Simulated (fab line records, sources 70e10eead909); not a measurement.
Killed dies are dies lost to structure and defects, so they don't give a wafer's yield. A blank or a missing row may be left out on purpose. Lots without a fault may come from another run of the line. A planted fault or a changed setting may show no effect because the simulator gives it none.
A struck lot beside a sound one | flow nand_harc | 13 steps out of a route of 1159
Sound: wafers L662.2, L662.3, L662.6. Struck: wafers L667.1, L667.4, L667.5. The cause comes at the end.
At each step with rows: each side's tool, then ch and its chambers, then its first start. Under that, the readings that differ: sound wafers | struck wafers | difference of the means | sigmas: that difference in standard deviations of wafers without a fault.
alike: readings whose means differ by less than 2 such deviations, and words and numbers that are the same on both sides. not compared: withheld readings, readings that some wafer has no value for, bounds like >300 that may hide the same value, and numbers for which the record gives no deviation and whose values overlap.
The two part at a step that has a row with sigmas, a row that says differs or no value, or rows on one side only. Numbers that don't overlap but have no deviation are shown without sigmas and don't part them. A reading that every wafer of one side lacks parts them only if that side has two wafers or more.

first, 1 step without rows for these wafers: NHARC_A_M0_SRD_25.
NHARC_A_M0_INSPECT_27:
  sound on defect_inspect-02, day 19 21:20; struck on defect_inspect-02, day 20 23:19
  alike: raw_defect_count
NHARC_A_M0_PRE_CLEAN_31: time 12 s.
  sound on pecvd-03 ch 0,2, day 19 21:25; struck on pecvd-02 ch 0,1,2, day 20 23:29
  alike: heater_power_w, rf_fwd_power_W, susceptor_temp_C
NHARC_A_M0_DEP_32: deposits SiCN, target thk 30 nm.
  sound on pecvd-03 ch 0,2, day 19 21:32; struck on pecvd-02 ch 0,1,2, day 20 23:36
  alike: chamber_pressure_Torr, heater_power_w, rf_fwd_power_W, susceptor_temp_C
then, 7 steps without rows for these wafers: NHARC_A_M1_DEP_00 (deposits SiOC, target thk 182.5 nm); NHARC_A_M1_DEHYDRATE_01 (time 120 s); NHARC_A_M1_HMDS_02 (time 30 s); NHARC_A_M1_COAT_34 (time 65 s); NHARC_A_M1_COAT_03 (resist thk 90 nm); NHARC_A_M1_SOFTBAKE_04 (time 55 s); NHARC_A_M1_EBR_05.
NHARC_A_M1_EXPOSE_06: exposes mask A M1, target cd 120 nm.
  sound on arfi_scanner-03 ch 0, day 19 22:28; struck on arfi_scanner-01, day 21 00:40
  no value came back on the struck wafers for exposure_dose_mJ_cm2, focus_offset_nm (nm); on the sound wafers exposure_dose_mJ_cm2 reads 75.07 75.08 75.08
  alike: mask
then, 1 step without rows for these wafers: NHARC_A_M1_PEB_07 (peb time 65 s).

WHERE THEY PART
Only at NHARC_A_M1_EXPOSE_06, within this record.

WHY: what the simulator had put in
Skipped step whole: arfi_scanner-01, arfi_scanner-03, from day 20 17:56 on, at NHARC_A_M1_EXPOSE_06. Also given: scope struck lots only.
